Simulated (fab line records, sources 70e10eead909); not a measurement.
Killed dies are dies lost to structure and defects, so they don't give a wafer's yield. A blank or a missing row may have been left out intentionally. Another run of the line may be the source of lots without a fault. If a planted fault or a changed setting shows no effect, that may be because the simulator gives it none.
fab line records | flow nand_harc
record lots=7 | wafers=21 | last_day=24
route steps=1159 shown A_ONON_D1@447 A_CHANNEL_HOLE_D1@450 END@1159
lots that met no fault: from a run of the same line without faults
start_h: hours from the record's opening day to when the first of the lot's shown wafers began | wait_h: hours since the lot's step before | " identical to the entry in the row above | L1.1+2: several wafers, shown together as one row | - either no value or no given start | * or withheld: withheld | < > ~ a bound
route shown NAME@n: names a module that has steps shown in the file, with the first one's number in the route | usual: mean and standard deviation over wafers with no fault | same: alike in all rows | chamber/n: place in a boat | sites: per-site readings | _std_site: their standard deviation | _edge_site: inner sites' mean taken away from outer sites' mean | radius_mm: how far each site lies from the wafer's centre | mask NAME#n: copy n | behind: tool/chamber where the wafer was last shaped | hold: why the lot was held/for how many hours/how that ended | device: transistor that didn't switch, given as n, p or np | end of line: the tests these same wafers got at the end of their route | a step given without rows: its recipe and nothing more | killed: at the first sort, the dies lost to defects and structure; wafer yield is something else | map: the dies of a wafer, with x for killed, . for not killed, _ for no die there
set.NAME: the setting that was run; set.NAME@STEP: the one run at that earlier step | model.NAME: the simulator's own value behind a step, which no gauge read
lots at some steps of the route; a table a step, a row a wafer
services: from which hour (start_h, from the record's first day; less than 0 if before it) a tool's chamber was out of use, for how many hours, and why
## steps
# step NHARC_A_ONON_D1_THK_MEAS_34
# recipe thk_meas_gauge=ellipsometry
# usual thk_nm=200.7/2.4
lot.wafer | tool          | chamber | start_h | wait_h | thk_nm
L248.3    | film_metro-02 | -       | 178.18  | -      | 200.2
L248.4    | "             | -       | "       | "      | 200.4
L248.6    | "             | -       | "       | "      | 202.5
L250.2    | film_metro-01 | -       | 185.47  | -      | 199.3
L250.3    | "             | -       | "       | "      | 200.4
L250.5    | "             | -       | "       | "      | 202.9
L254.1    | film_metro-01 | -       | 203.62  | -      | 201.2
L254.2    | "             | -       | "       | "      | 199.8
L254.6    | "             | -       | "       | "      | 204.4
L255.1    | film_metro-02 | -       | 218.79  | -      | 199.7
L255.3    | "             | -       | "       | "      | 199.8
L255.4    | "             | -       | "       | "      | 199.1
L258.2    | film_metro-01 | -       | 227.96  | -      | 194.6
L258.5    | "             | -       | "       | "      | 201.4
L258.6    | "             | -       | "       | "      | 198.9
L267.3    | film_metro-01 | -       | 276.80  | -      | 195.5
L267.4    | "             | -       | "       | "      | 204.4
L267.5    | "             | -       | "       | "      | 203.3
L266.1    | film_metro-02 | -       | 285.57  | -      | 198.7
L266.3    | "             | -       | "       | "      | 202.8
L266.4    | "             | -       | "       | "      | 199.5
# step NHARC_A_ONON_D1_INSPECT_32
# usual raw_defect_count=68/25
lot.wafer | tool              | chamber | start_h | wait_h | raw_defect_count
L248.3    | defect_inspect-02 | -       | 178.24  | 0.0    | 43
L248.4    | "                 | -       | "       | "      | 53
L248.6    | "                 | -       | "       | "      | 43
L250.2    | defect_inspect-01 | -       | 185.53  | 0.0    | 93
L250.3    | "                 | -       | "       | "      | 48
L250.5    | "                 | -       | "       | "      | 66
L254.1    | defect_inspect-01 | -       | 203.69  | 0.0    | 46
L254.2    | "                 | -       | "       | "      | 40
L254.6    | "                 | -       | "       | "      | 44
L255.1    | defect_inspect-01 | -       | 218.86  | 0.0    | 52
L255.3    | "                 | -       | "       | "      | 36
L255.4    | "                 | -       | "       | "      | 64
L258.2    | defect_inspect-02 | -       | 228.02  | 0.0    | 68
L258.5    | "                 | -       | "       | "      | 75
L258.6    | "                 | -       | "       | "      | 56
L267.3    | defect_inspect-01 | -       | 276.87  | 0.0    | 48
L267.4    | "                 | -       | "       | "      | 66
L267.5    | "                 | -       | "       | "      | 80
L266.1    | defect_inspect-02 | -       | 285.66  | 0.0    | 62
L266.3    | "                 | -       | "       | "      | 56
L266.4    | "                 | -       | "       | "      | 40
# step NHARC_A_CHANNEL_HOLE_D1_DEP_00
# recipe target_thk_a=31000 | temp_c=400 | material=aC
# usual throttle_valve_pct=35.000/0.0089
lot.wafer | tool       | chamber | start_h | wait_h | throttle_valve_pct
L248.3    | acl_dep-01 | 0       | 180.96  | 2.7    | 35.006
L248.4    | "          | 0       | "       | "      | 35.001
L248.6    | "          | 0       | "       | "      | 34.992
L250.2    | acl_dep-02 | 0       | 187.98  | 2.4    | 34.996
L250.3    | "          | 0       | "       | "      | 35.003
L250.5    | "          | 0       | "       | "      | 34.991
L254.1    | acl_dep-03 | 0       | 203.75  | 0.1    | 35.002
L254.2    | "          | 0       | "       | "      | 34.994
L254.6    | "          | 0       | 205.34  | 1.7    | 34.997
L255.1    | acl_dep-03 | 0       | 218.92  | 0.1    | 34.995
L255.3    | "          | 0       | "       | "      | 35.011
L255.4    | "          | 0       | "       | "      | 35.003
L258.2    | acl_dep-01 | 0       | 234.46  | 6.4    | 35.014
L258.5    | "          | 0       | "       | "      | 35.012
L258.6    | "          | 0       | "       | "      | 35.006
L267.3    | acl_dep-03 | 0       | 278.30  | 1.4    | 34.998
L267.4    | "          | 0       | "       | "      | 35.013
L267.5    | "          | 0       | "       | "      | 35.003
L266.1    | acl_dep-01 | 0       | 286.77  | 1.1    | 34.994
L266.3    | "          | 0       | "       | "      | 35.005
L266.4    | "          | 0       | "       | "      | 34.987
# step NHARC_A_CHANNEL_HOLE_D1_DEP_01
# recipe target_thk_a=1400 | target_thk_nm=140 | temp_c=400 | pressure_torr=3.5 | flow_sccm=200 | rf_w=350 | material=SiON
# usual heater_power_w=727/100
lot.wafer | tool     | chamber | start_h | wait_h | heater_power_w
L248.3    | pecvd-01 | 2       | 182.31  | 1.0    | 705
L248.6    | "        | 1       | "       | "      | 841
L248.4    | "        | 2       | "       | "      | 705
L250.2    | pecvd-01 | 2       | 189.60  | 1.3    | 734
L250.3    | "        | 0       | "       | "      | 609
L250.5    | "        | 0       | "       | "      | 628
L254.2    | pecvd-01 | 1       | 205.71  | 1.3    | 834
L254.1    | "        | 2       | "       | "      | 704
L254.6    | "        | 2       | "       | "      | 712
L255.1    | pecvd-03 | 2       | 220.83  | 1.6    | 624
L255.3    | "        | 1       | "       | "      | 640
L255.4    | "        | 2       | "       | "      | 636
L258.2    | pecvd-04 | 0       | 236.07  | 1.3    | 831
L258.5    | "        | 0       | "       | "      | 843
L258.6    | "        | 2       | "       | "      | 868
L267.3    | pecvd-03 | 1       | 279.64  | 1.0    | 696
L267.4    | "        | 2       | "       | "      | 630
L267.5    | "        | 1       | "       | "      | 711
L266.1    | pecvd-03 | 1       | 288.72  | 1.6    | 675
L266.3    | "        | 2       | "       | "      | 682
L266.4    | "        | 2       | "       | "      | 669
# step NHARC_A_CHANNEL_HOLE_D1_DEHYDRATE_02
# recipe temp_c=150 | time_s=120
# step NHARC_A_CHANNEL_HOLE_D1_HMDS_03
# recipe time_s=30
# step NHARC_A_CHANNEL_HOLE_D1_COAT_36
# recipe temp_c=260 | time_s=75
# step NHARC_A_CHANNEL_HOLE_D1_COAT_37
# recipe temp_c=225 | time_s=65
# step NHARC_A_CHANNEL_HOLE_D1_COAT_04
# recipe spin_rpm=1500 | resist_thk_nm=90
# step NHARC_A_CHANNEL_HOLE_D1_SOFTBAKE_05
# recipe temp_c=105 | time_s=55
# step NHARC_A_CHANNEL_HOLE_D1_EBR_06
# step NHARC_A_CHANNEL_HOLE_D1_EXPOSE_07
# recipe na=1.35 | target_cd_nm=100 | sigma_outer=0.3 | dose_mj=59.65 | mask_id=HOLE_D1
# usual exposure_dose_mJ_cm2=59.65/0.056
lot.wafer | tool            | chamber | start_h | wait_h | mask      | exposure_dose_mJ_cm2 | model.A_CHANNEL_HOLE_D1.overlay_x_nm
L248.3    | arfi_scanner-01 | 0       | 182.84  | -      | HOLE_D1#0 | 59.59                | 0.1352
L248.4    | "               | 0       | "       | "      | HOLE_D1#0 | 59.60                | 0.1352
L248.6    | "               | 0       | "       | "      | HOLE_D1#0 | 59.66                | 0.1352
L250.2    | arfi_scanner-03 | 0       | 190.19  | -      | HOLE_D1#0 | 59.75                | 0.8507
L250.3    | "               | 0       | "       | "      | HOLE_D1#0 | 59.68                | 0.8507
L250.5    | "               | 0       | "       | "      | HOLE_D1#0 | 59.67                | 0.8507
L254.1    | arfi_scanner-02 | 0       | 206.14  | -      | HOLE_D1#0 | 59.67                | 5.466
L254.2    | "               | 0       | "       | "      | HOLE_D1#0 | 59.62                | 5.466
L254.6    | "               | 0       | "       | "      | HOLE_D1#0 | 59.74                | 5.466
L255.1    | arfi_scanner-02 | 0       | 221.41  | -      | HOLE_D1#0 | 59.64                | 4.522
L255.3    | "               | 0       | "       | "      | HOLE_D1#0 | 59.69                | 4.522
L255.4    | "               | 0       | "       | "      | HOLE_D1#0 | 59.61                | 4.522
L258.2    | arfi_scanner-02 | 0       | 236.66  | -      | HOLE_D1#0 | 59.65                | 6.259
L258.5    | "               | 0       | "       | "      | HOLE_D1#0 | 59.72                | 6.259
L258.6    | "               | 0       | "       | "      | HOLE_D1#0 | 59.56                | 6.259
L267.3    | arfi_scanner-01 | 0       | 280.17  | -      | HOLE_D1#0 | 59.73                | 0.4099
L267.4    | "               | 0       | "       | "      | HOLE_D1#0 | 59.69                | 0.4099
L267.5    | "               | 0       | "       | "      | HOLE_D1#0 | 59.60                | 0.4099
L266.1    | arfi_scanner-03 | 0       | 289.30  | -      | HOLE_D1#0 | 59.70                | -0.1543
L266.3    | "               | 0       | "       | "      | HOLE_D1#0 | 59.53                | -0.1543
L266.4    | "               | 0       | "       | "      | HOLE_D1#0 | 59.64                | -0.1543
# step NHARC_A_CHANNEL_HOLE_D1_PEB_08
# recipe peb_temp_c=100 | peb_time_s=65
# step NHARC_A_CHANNEL_HOLE_D1_DEVELOP_09
# recipe develop_time_s=35 | dev_temp_c=23
# step NHARC_A_CHANNEL_HOLE_D1_CD_MEAS_10
# recipe target_cd_nm=100 | landing_energy_ev=500
# usual cd_nm=100.0/0.41
lot.wafer | tool      | chamber | start_h | wait_h | cd_nm
L248.3    | cd_sem-02 | 0       | 182.98  | -      | 99.9
L248.4    | "         | 0       | "       | "      | 100.0
L248.6    | "         | 0       | "       | "      | 100.4
L250.2    | cd_sem-03 | 0       | 190.32  | -      | 100.2
L250.3    | "         | 0       | "       | "      | 100.8
L250.5    | "         | 0       | "       | "      | 100.1
L254.1    | cd_sem-01 | 0       | 206.28  | -      | 100.5
L254.2    | "         | 0       | "       | "      | 100.3
L254.6    | "         | 0       | "       | "      | 100.8
L255.1    | cd_sem-02 | 0       | 221.55  | -      | 100.3
L255.3    | "         | 0       | "       | "      | 99.8
L255.4    | "         | 0       | "       | "      | 99.5
L258.2    | cd_sem-02 | 0       | 236.79  | -      | 99.8
L258.5    | "         | 0       | "       | "      | 100.2
L258.6    | "         | 0       | "       | "      | 100.2
L267.3    | cd_sem-03 | 0       | 280.31  | -      | 99.6
L267.4    | "         | 0       | "       | "      | 100.1
L267.5    | "         | 0       | "       | "      | 99.9
L266.1    | cd_sem-01 | 0       | 289.44  | -      | 100.5
L266.3    | "         | 0       | "       | "      | 99.8
L266.4    | "         | 0       | "       | "      | 100.1
# step NHARC_A_CHANNEL_HOLE_D1_OVL_MEAS_11
# usual overlay_x_nm=-0.1/0.73 | overlay_y_nm=-0.2/0.62
lot.wafer | tool       | chamber | start_h | wait_h | overlay_x_nm | overlay_y_nm
L248.3    | overlay-01 | -       | 183.06  | -      | 0.0          | -0.8
L248.4    | "          | -       | "       | "      | 0.3          | -0.5
L248.6    | "          | -       | "       | "      | 0.3          | -0.2
L250.2    | overlay-01 | -       | 190.41  | -      | 0.8          | 0.3
L250.3    | "          | -       | "       | "      | 0.9          | 0.3
L250.5    | "          | -       | "       | "      | 1.0          | 0.4
L254.1    | overlay-02 | -       | 206.37  | -      | 5.9          | -0.3
L254.2    | "          | -       | "       | "      | 4.8          | -0.2
L254.6    | "          | -       | "       | "      | 5.3          | 0.5
L255.1    | overlay-02 | -       | 221.64  | -      | 4.7          | -0.1
L255.3    | "          | -       | "       | "      | 4.1          | 0.6
L255.4    | "          | -       | "       | "      | 5.1          | 0.3
L258.2    | overlay-02 | -       | 236.88  | -      | 5.9          | 0.1
L258.5    | "          | -       | "       | "      | 5.7          | -0.1
L258.6    | "          | -       | "       | "      | 6.4          | 0.1
L267.3    | overlay-02 | -       | 280.39  | -      | 0.0          | -0.6
L267.4    | "          | -       | "       | "      | 0.7          | -0.7
L267.5    | "          | -       | "       | "      | 0.7          | -1.0
L266.1    | overlay-02 | -       | 289.53  | -      | -0.4         | 0.0
L266.3    | "          | -       | "       | "      | -0.2         | 1.0
L266.4    | "          | -       | "       | "      | 0.0          | 0.9
# step NHARC_A_CHANNEL_HOLE_D1_INSPECT_12
# usual raw_defect_count=5.7/2.9
lot.wafer | tool              | chamber | start_h | wait_h | raw_defect_count
L248.3    | defect_inspect-01 | -       | 183.10  | 0.0    | 2
L248.4    | "                 | -       | "       | "      | 4
L248.6    | "                 | -       | "       | "      | 4
L250.2    | defect_inspect-02 | -       | 190.45  | 0.0    | 6
L250.3    | "                 | -       | "       | "      | 11
L250.5    | "                 | -       | "       | "      | 11
L254.1    | defect_inspect-01 | -       | 206.40  | 0.0    | 1
L254.2    | "                 | -       | "       | "      | 3
L254.6    | "                 | -       | "       | "      | 8
L255.1    | defect_inspect-02 | -       | 221.67  | 0.0    | 3
L255.3    | "                 | -       | "       | "      | 2
L255.4    | "                 | -       | "       | "      | 6
L258.2    | defect_inspect-02 | -       | 236.92  | 0.0    | 3
L258.5    | "                 | -       | "       | "      | 9
L258.6    | "                 | -       | "       | "      | 6
L267.3    | defect_inspect-01 | -       | 280.43  | 0.0    | 4
L267.4    | "                 | -       | "       | "      | 8
L267.5    | "                 | -       | "       | "      | 4
L266.1    | defect_inspect-02 | -       | 289.57  | 0.0    | 7
L266.3    | "                 | -       | "       | "      | 5
L266.4    | "                 | -       | "       | "      | 3
# step NHARC_END_SORT_01
# recipe temp_c=25
# usual killed_at_array=26/8.6 | killed_at_other=0.7/0.97 | killed_at_periphery=3.2/2.2 | killed_dies=30/8.9 | killed_open=3.1/1.8 | killed_short=2.2/1.8
# same gross_dies=677
lot.wafer | tool      | chamber | start_h | wait_h | killed_at_array | killed_at_other | killed_at_periphery | killed_dies | killed_open | killed_short
L255.1    | prober-02 | 0       | 489.87  | 2.5    | 25              | 0               | 3                   | 28          | 1           | 6
L255.3    | prober-02 | 0       | 491.46  | 3.1    | 30              | 0               | 2                   | 32          | 2           | 3
L255.4    | prober-02 | 0       | 492.26  | 3.4    | 45              | 2               | 3                   | 50          | 6           | 3
L258.2    | prober-02 | 0       | 498.42  | 2.8    | 23              | 0               | 1                   | 24          | 4           | 1
L258.5    | prober-02 | 0       | 500.82  | 3.7    | 25              | 0               | 3                   | 28          | 4           | 3
L258.6    | prober-02 | 0       | 501.62  | 4.0    | 24              | 0               | 3                   | 27          | 3           | 1
L267.3    | prober-01 | 0       | 549.85  | 3.1    | 26              | 1               | 0                   | 27          | 1           | 2
L267.4    | prober-01 | 0       | 550.64  | 3.4    | 25              | 0               | 2                   | 27          | 1           | 3
L267.5    | prober-01 | 0       | 551.43  | 3.7    | 26              | 0               | 5                   | 31          | 3           | 2
# killed by level:class
L255.1 A_SLIT:chamber_film_flake=10 A_WL_FILL:geometric_particle:short=4 A_STAIRCASE:chamber_film_flake=3 P_GATE:chamber_film_flake=2 A_CHANNEL_HOLE_D1:chamber_film_flake=2 A_CONTACT:chamber_film_flake=2 A_CHANNEL_HOLE_D1:geometric_particle:short=1 A_CHANNEL_FILL_D1:geometric_particle:open=1
L255.3 A_SLIT:chamber_film_flake=13 A_STAIRCASE:chamber_film_flake=7 A_CONTACT:chamber_film_flake=4 A_SOURCE_PLATE:geometric_particle:short=2 A_CONTACT:geometric_particle:open=2 A_CHANNEL_HOLE_D1:chamber_film_flake=2 P_CONTACT:geometric_particle:short=1 P_GATE:chamber_film_flake=1
L255.4 A_SLIT:chamber_film_flake=16 A_STAIRCASE:chamber_film_flake=8 A_CHANNEL_HOLE_D1:chamber_film_flake=6 A_CONTACT:chamber_film_flake=5 A_CHANNEL_FILL_D1:geometric_particle:open=2 STARTING-WAFER:geometric_particle:open=2 P_ZERO_WELL:chamber_film_flake=2 A_WL_FILL:chamber_film_flake=2
L258.2 A_CHANNEL_HOLE_D1:chamber_film_flake=6 A_STAIRCASE:chamber_film_flake=4 A_WL_FILL:chamber_film_flake=3 A_CONTACT:chamber_film_flake=3 A_SLIT:chamber_film_flake=2 A_ONON_D1:geometric_particle:open=1 A_CHANNEL_FILL_D1:geometric_particle:open=1 A_STAIRCASE:geometric_particle:short=1
L258.5 A_CHANNEL_HOLE_D1:chamber_film_flake=7 A_CONTACT:chamber_film_flake=4 A_STAIRCASE:chamber_film_flake=4 A_CHANNEL_FILL_D1:geometric_particle:short=3 A_CONTACT:geometric_particle:open=2 P_M0:chamber_film_flake=2 A_SLIT:chamber_film_flake=2 A_WL_FILL:chamber_film_flake=2
L258.6 A_CHANNEL_HOLE_D1:chamber_film_flake=7 A_STAIRCASE:chamber_film_flake=6 A_SLIT:chamber_film_flake=3 A_WL_FILL:chamber_film_flake=3 A_CONTACT:chamber_film_flake=2 P_M0:geometric_particle:open=1 P_M2:geometric_particle:short=1 A_CHANNEL_FILL_D1:geometric_particle:open=1
L267.3 A_CHANNEL_HOLE_D1:chamber_film_flake=20 A_SOURCE_PLATE:geometric_particle:short=1 A_ONON_D1:geometric_particle:open=1 A_CHANNEL_FILL_D1:geometric_particle:short=1 A_ZERO_WELL:chamber_film_flake=1 A_STAIRCASE:chamber_film_flake=1 A_SLIT:chamber_film_flake=1 THIN_TSV:chamber_film_flake=1
L267.4 A_CHANNEL_HOLE_D1:chamber_film_flake=16 A_CONTACT:chamber_film_flake=4 A_WL_FILL:geometric_particle:short=2 P_GATE:chamber_film_flake=2 A_SOURCE_PLATE:geometric_particle:short=1 A_M1:geometric_particle:open=1 A_SLIT:chamber_film_flake=1
L267.5 A_CHANNEL_HOLE_D1:chamber_film_flake=21 P_GATE:chamber_film_flake=2 A_CONTACT:chamber_film_flake=2 P_GATE:geometric_particle:short=1 P_CONTACT:geometric_particle:open=1 A_CHANNEL_HOLE_D1:geometric_particle:open=1 A_SGD_CUT:geometric_particle:open=1 A_CONTACT:geometric_particle:short=1
## services
tool            | chamber | start_h | hours | kind
pecvd-01        | -       | 169.57  | 7.0   | repair
acl_dep-02      | -       | 170.13  | 13.0  | pm
arfi_scanner-03 | -       | 176.80  | 0.3   | repair
arfi_scanner-02 | -       | 178.17  | 0.7   | repair
arfi_scanner-03 | -       | 179.50  | 5.3   | repair
arfi_scanner-02 | -       | 187.84  | 2.3   | repair
arfi_scanner-01 | -       | 196.00  | 4.0   | pm
pecvd-04        | -       | 205.99  | 13.0  | pm
pecvd-04        | 0       | 205.99  | 13.0  | vent_cycle
pecvd-04        | 1       | 205.99  | 13.0  | vent_cycle
pecvd-04        | 2       | 205.99  | 13.0  | vent_cycle
pecvd-04        | 0       | 218.99  | -     | clean
acl_dep-03      | -       | 224.31  | 13.0  | pm
pecvd-01        | -       | 237.24  | 13.0  | pm
pecvd-01        | 0       | 237.24  | 13.0  | vent_cycle
pecvd-01        | 1       | 237.24  | 13.0  | vent_cycle
pecvd-01        | 2       | 237.24  | 13.0  | vent_cycle
arfi_scanner-03 | -       | 240.35  | 4.0   | repair
arfi_scanner-03 | -       | 245.13  | 0.7   | repair
pecvd-01        | 0       | 250.24  | -     | clean
pecvd-01        | 1       | 250.24  | -     | clean
pecvd-01        | 2       | 250.24  | -     | clean
arfi_scanner-02 | -       | 256.00  | 4.0   | pm
pecvd-04        | 0       | 275.17  | 5.0   | repair
## key
first_sign step=NHARC_A_CHANNEL_HOLE_D1_OVL_MEAS_11 | reading=overlay_x_nm | direction=up | sigmas=7.4 | usual=-0.1 | struck=5.3
effect none on later readings
model_effect step=NHARC_A_CHANNEL_HOLE_D1_EXPOSE_07 | value=A_CHANNEL_HOLE_D1.overlay_x_nm | without=-0.431 | struck=5.416
met_at NHARC_A_CHANNEL_HOLE_D1_EXPOSE_07
struck_wafers L254.1,L254.2,L254.6,L255.1,L255.3,L255.4,L258.2,L258.5,L258.6
tester_left_out L254,L255,L258
fault kind=scanner_matching_overlay | tool=arfi_scanner-02 | chamber=- | onset_h=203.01 | steps=NHARC_A_CHANNEL_HOLE_D1_EXPOSE_07 | offset=5.8469
# tester_left_out: of these lots the tester's yield and bins aren't shown, on N5 and GAA mostly nor the transistor test; their killed dies are dies lost to structure and defects alone, not to doping, threshold or leakage, so they don't give the yield
